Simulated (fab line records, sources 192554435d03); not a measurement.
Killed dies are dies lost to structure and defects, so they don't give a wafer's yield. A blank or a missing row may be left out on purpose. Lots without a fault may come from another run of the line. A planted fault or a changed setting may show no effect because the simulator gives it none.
Which tool did it? | flow n5_finfet | 12 lots, 36 wafers sampled, at 1 step of a route of 1938

WHAT THE GAUGES READ, wafer by wafer
N5_BEOL_M4_CD_MEAS_35: target cd 18 nm, target cd y 22.4 nm.
lot  | measured     | on        | cd_nm (nm)
L076 | day 7 21:06  | cd_sem-01 | 17.8 17.9 17.7
L077 | day 8 06:40  | cd_sem-03 | 18.3 17.9 17.7
L079 | day 8 17:51  | cd_sem-02 | 17.9 17.7 18.2
L082 | day 9 11:43  | cd_sem-03 | 18.1 17.7 18.3
L083 | day 9 19:38  | cd_sem-02 | 17.8 18.5 17.5
L085 | day 10 13:48 | cd_sem-03 | 18.0 17.8 18.2
L087 | day 10 22:50 | cd_sem-03 | 18.7 18.1 18.2
L089 | day 11 08:25 | cd_sem-01 | 17.5 18.1 18.3
L091 | day 12 05:24 | cd_sem-02 | 18.4 18.3 17.9
L093 | day 12 20:43 | cd_sem-02 | 18.4 17.9 18.2
L096 | day 13 06:44 | cd_sem-03 | 18.2 18.3 18.3
L097 | day 13 20:44 | cd_sem-02 | 17.7 17.7 17.5

WHICH TOOL RAN EACH LOT (tool, then ch and the chambers of the sampled wafers, then the start)
The record holds no process step before these readings.

THE ANSWER, worked out from the rows above alone
Rule: what is usual is taken from the lots themselves. Put in order of their means at a reading, lots are off if they are a third of the lots or fewer, leave a main group of 4 or more, and stand apart from it by a gap of 3 or more times the standard deviation of the main group's means; of several such gaps the widest counts. A main group whose means are all the same, to the digits that the tables above print for the reading, isn't used. A lot without any number at a reading at which 4 lots or more have one is off too. The other lots that the step has rows for count as sound.
No lot is off at any reading shown: from this, nothing can be told.

WHAT THE SIMULATOR HAD PUT IN
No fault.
